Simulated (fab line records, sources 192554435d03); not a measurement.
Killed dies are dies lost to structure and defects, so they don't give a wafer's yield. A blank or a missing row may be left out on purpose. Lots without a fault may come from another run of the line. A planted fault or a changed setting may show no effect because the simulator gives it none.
A struck lot beside a sound one | flow n5_finfet | 38 steps out of a route of 1938
Sound: wafers L404.1, L404.5, L404.6. Struck: wafer L407.4. (L407.2, L407.5 of the same lot were not struck and are left out.) The cause comes at the end.
At each step with rows: each side's tool, then ch and its chambers, then its first start. Under that, the readings that differ: sound wafers | struck wafers | difference of the means | sigmas: that difference in standard deviations of wafers without a fault.
alike: readings whose means differ by less than 2 such deviations, and words and numbers that are the same on both sides. not compared: withheld readings, readings that some wafer has no value for, bounds like >300 that may hide the same value, and numbers for which the record gives no deviation and whose values overlap.
The two part at a step that has a row with sigmas, a row that says differs or no value, or rows on one side only. Numbers that don't overlap but have no deviation are shown without sigmas and don't part them. A reading that every wafer of one side lacks parts them only if that side has two wafers or more.

first, 8 steps without rows for these wafers: N5_BEOL_M2_ECD_50 (material Cu, target thk 300 nm); N5_BEOL_M2_ANNEAL_51 (time 90 s); N5_BEOL_M2_CMP_52 (polishes, stops on SiOC, t overpolish 6.8 s, target thk 40 nm); N5_BEOL_M2_PRE_CLEAN_60 (time 15 s); N5_BEOL_M2_CO_CAP_55 (material Co, precursor CCTBA/H2, target thk 2 nm, time 102.1 s); N5_BEOL_M2_PRE_CLEAN_56 (time 15 s); N5_BEOL_M2_DEP_57 (deposits SiCN from 3MS/NH3, target thk 8 nm, time 14 s); N5_BEOL_M3_ILD_DEP_00 (deposits SiOC from DEMS/O2, target thk 79 nm, time 15.3 s).
N5_BEOL_M3_PECVD_72: deposits SiO2 from TEOS/O2, target thk 16 nm, time 18 s.
  sound on pecvd-04 ch 0,1, day 11 06:09; struck on pecvd-04 ch 0, day 12 05:21
  reading                                    | sound        | struck | difference | sigmas
  model.SiO2_of_BEOL_M3_PECVD_72.thk_nm (nm) | 16 16.4 16.2 | 12.8   | -3.4       |
  alike: heater_power_outer_w, heater_power_w, showerhead_plenum_p_Torr, throttle_valve_pct
then, 25 steps without rows for these wafers: N5_BEOL_M3_HM_DEP_02 (deposits TiN, target thk 20 nm); N5_BEOL_M3_COAT_61 (time 60 s, resist thk 60 nm); N5_BEOL_M3_COAT_62 (time 60 s, resist thk 12 nm); N5_BEOL_M3_COAT_73 (time 60 s, resist thk 5 nm); N5_BEOL_M3_COAT_05 (resist thk 30 nm); N5_BEOL_M3_EBR_07; N5_BEOL_M3_SOFTBAKE_06 (time 60 s); N5_BEOL_M3_EXPOSE_08 (exposes mask M3); N5_BEOL_M3_PEB_09 (peb time 60 s); N5_BEOL_M3_DEVELOP_10 (develop time 30 s); N5_BEOL_M3_DESCUM_16 (chemistry O2, time 7 s); N5_BEOL_M3_ETCH_74 (etches underlayer in N2/H2, target depth 6.5 nm, time 5.2 s); N5_BEOL_M3_ETCH_63 (etches SiARC in CF4, target depth 15.6 nm, time 26 s); N5_BEOL_M3_ETCH_64 (etches SOC in N2/H2, target depth 75 nm, overetch 15 nm, time 112.5 s); N5_BEOL_M3_STRIP_65 (strips in N2/H2); N5_BEOL_M3_STRIP_75 (strips in N2/H2); N5_BEOL_M3_STRIP_66 (strips in CF4); N5_BEOL_M3_HM_OPEN_17 (chemistry Cl2/BCl3, target TiN, target depth 20 nm, overetch 6 nm); N5_BEOL_M3_STRIP_19 (strips in O2); N5_BEOL_M3_COAT_67 (time 60 s, resist thk 60 nm); N5_BEOL_M3_COAT_68 (time 60 s, resist thk 12 nm); N5_BEOL_M3_COAT_76 (time 60 s, resist thk 5 nm); N5_BEOL_M3_COAT_22 (resist thk 30 nm); N5_BEOL_M3_EBR_24; N5_BEOL_M3_SOFTBAKE_23 (time 60 s).
N5_BEOL_M3_HM_STRIP_39: strips TiN in peroxide tin strip, target depth 25 nm, time 158 s.
  sound on wet_bench-06 ch 1,4,6, day 11 11:41; struck on wet_bench-03 ch 6, day 12 23:19
  reading                                    | sound      | struck | difference | sigmas
  model.SiO2_of_BEOL_M3_PECVD_72.thk_nm (nm) | 16 16.2 16 | 12.6   | -3.5       |
N5_BEOL_M3_CMP_52: polishes, stops on SiOC, t overpolish 6.8 s, target thk 40 nm.
  sound on cmp-01 ch 0,1,3, day 11 16:29; struck on cmp-04 ch 1, day 13 03:26
  reading                      | sound          | struck | difference | sigmas
  barrier_field_endpoint_s (s) | 26.2 25.3 25.3 | 19.6   | -6.0       | -9
  alike: motor_current_A, retaining_ring_pressure_frac
N5_BEOL_M4_RC_MEAS_101:
  sound on prober-02 ch 0, day 12 22:34; struck on prober-01 ch 0, day 14 05:50
  reading       | sound          | struck | difference | sigmas
  SS_N (mV/dec) | 71.4 70.6 70.7 | 72.7   | +1.8       | +3
  alike: DIBL_N, DIBL_P, IOFF_N, IOFF_P, ION_N, ION_P, SS_P, VT_N, VT_P
N5_PASSIVATION_PROBE_49:
  the record has rows for the sound wafers here (prober-02, day 17 17:48) and none for the struck ones

WHERE THEY PART
First at N5_BEOL_M3_CMP_52; last, within this record, at N5_PASSIVATION_PROBE_49.

WHY: what the simulator had put in
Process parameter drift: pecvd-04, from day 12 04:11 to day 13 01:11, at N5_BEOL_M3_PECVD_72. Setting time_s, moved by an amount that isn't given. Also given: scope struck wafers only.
